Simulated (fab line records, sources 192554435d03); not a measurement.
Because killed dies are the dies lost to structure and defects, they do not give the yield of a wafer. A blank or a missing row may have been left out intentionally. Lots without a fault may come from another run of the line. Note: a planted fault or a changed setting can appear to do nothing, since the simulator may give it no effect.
Matching of chambers + flow n5Finfet + rieDiel-02 running N5_BEOL_M8_ETCH_61: 4 sister chambers
The step etches SiARC in CF4, target depth 45.5 nm, time 75.8 s. 20 wafers are shown with their chamber, then 10 later ones without.

## EACH WAFER AND ITS CHAMBER
| wafer  | chamber | throttleValvePct (%) | showerheadPlenumPTorr (Torr) | drypumpMotorCurrentA (A) |
|--------|---------|----------------------|------------------------------|--------------------------|
| L074.1 | 3       | 15.56                | 2.15                         | 6.1                      |
| L074.2 | 0       | 15.61                | 2.07                         | 5.6                      |
| L074.5 | 1       | 15.46                | 2.14                         | 6.1                      |
| L076.3 | 0       | 15.61                | 2.06                         | 5.6                      |
| L076.4 | 2       | 16.08                | 2.14                         | 6.0                      |
| L076.6 | 2       | 16.08                | 2.14                         | 5.9                      |
| L087.2 | 1       | 15.51                | 2.13                         | 6.1                      |
| L087.3 | 0       | 15.67                | 2.06                         | 5.6                      |
| L087.6 | 1       | 15.52                | 2.13                         | 6.1                      |
| L088.2 | 3       | 15.61                | 2.14                         | 6.0                      |
| L088.4 | 2       | 16.12                | 2.13                         | 5.9                      |
| L088.6 | 1       | 15.55                | 2.13                         | 6.1                      |
| L092.3 | 0       | 15.70                | 2.05                         | 5.6                      |
| L092.4 | 1       | 15.56                | 2.12                         | 6.1                      |
| L092.6 | 0       | 15.69                | 2.05                         | 5.7                      |
| L093.1 | 1       | 15.56                | 2.12                         | 6.1                      |
| L093.3 | 3       | 15.63                | 2.14                         | 6.0                      |
| L093.4 | 0       | 15.70                | 2.05                         | 5.6                      |
| L094.1 | 3       | 15.61                | 2.14                         | 6.1                      |
| L094.5 | 3       | 15.62                | 2.14                         | 6.1                      |

SIGNATURES (means of the wafers above)
| reading               | chamber 0 | chamber 1 | chamber 2 | chamber 3 | scatter within a chamber |
|-----------------------|-----------|-----------|-----------|-----------|--------------------------|
| throttleValvePct      | 15.6633   | 15.5267   | 16.0933   | 15.6060   | 0.0359                   |
| showerheadPlenumPTorr | 2.0567    | 2.1283    | 2.1367    | 2.1420    | 0.00691                  |
| drypumpMotorCurrentA  | 5.617     | 6.100     | 5.933     | 6.060     | 0.0411                   |
Rule: distance of a wafer from a chamber = root of the sum over the readings of ((wafer's reading minus chamber's mean) / reading's scatter) squared. The wafer belongs to the nearest chamber; if the next one is less than 2 further off, it can't be placed. The scatter: the root of (the sum of the squares of (reading less its chamber's mean) over the shown wafers, divided by (wafers less chambers)).

## WAFERS WHOSE CHAMBER IS MISSING
| wafer  | throttleValvePct (%) | showerheadPlenumPTorr (Torr) | drypumpMotorCurrentA (A) |
|--------|----------------------|------------------------------|--------------------------|
| L094.6 | 16.14                | 2.12                         | 5.9                      |
| L095.2 | 15.57                | 2.12                         | 6.1                      |
| L095.5 | 16.16                | 2.12                         | 6.0                      |
| L095.6 | 15.64                | 2.14                         | 6.1                      |
| L096.1 | 15.57                | 2.12                         | 6.1                      |
| L096.2 | 15.71                | 2.05                         | 5.6                      |
| L096.3 | 15.64                | 2.13                         | 6.1                      |
| L097.1 | 15.59                | 2.12                         | 6.1                      |
| L097.2 | 15.73                | 2.05                         | 5.6                      |
| L097.4 | 15.65                | 2.13                         | 6.1                      |

## CHAMBER TAKEN BY EACH
| wafer  | from the rows above     | in truth |
|--------|-------------------------|----------|
| L094.6 | 2                       | 2        |
| L095.2 | can't be placed: 1 or 3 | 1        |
| L095.5 | 2                       | 2        |
| L095.6 | 3                       | 3        |
| L096.1 | can't be placed: 1 or 3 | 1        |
| L096.2 | 0                       | 0        |
| L096.3 | can't be placed: 3 or 1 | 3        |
| L097.1 | can't be placed: 1 or 3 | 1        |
| L097.2 | 0                       | 0        |
| L097.4 | can't be placed: 3 or 1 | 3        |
5 of 10 placed correctly. These rows do not allow placing 5 (true chamber among the candidates in 5). 0 placed wrongly.
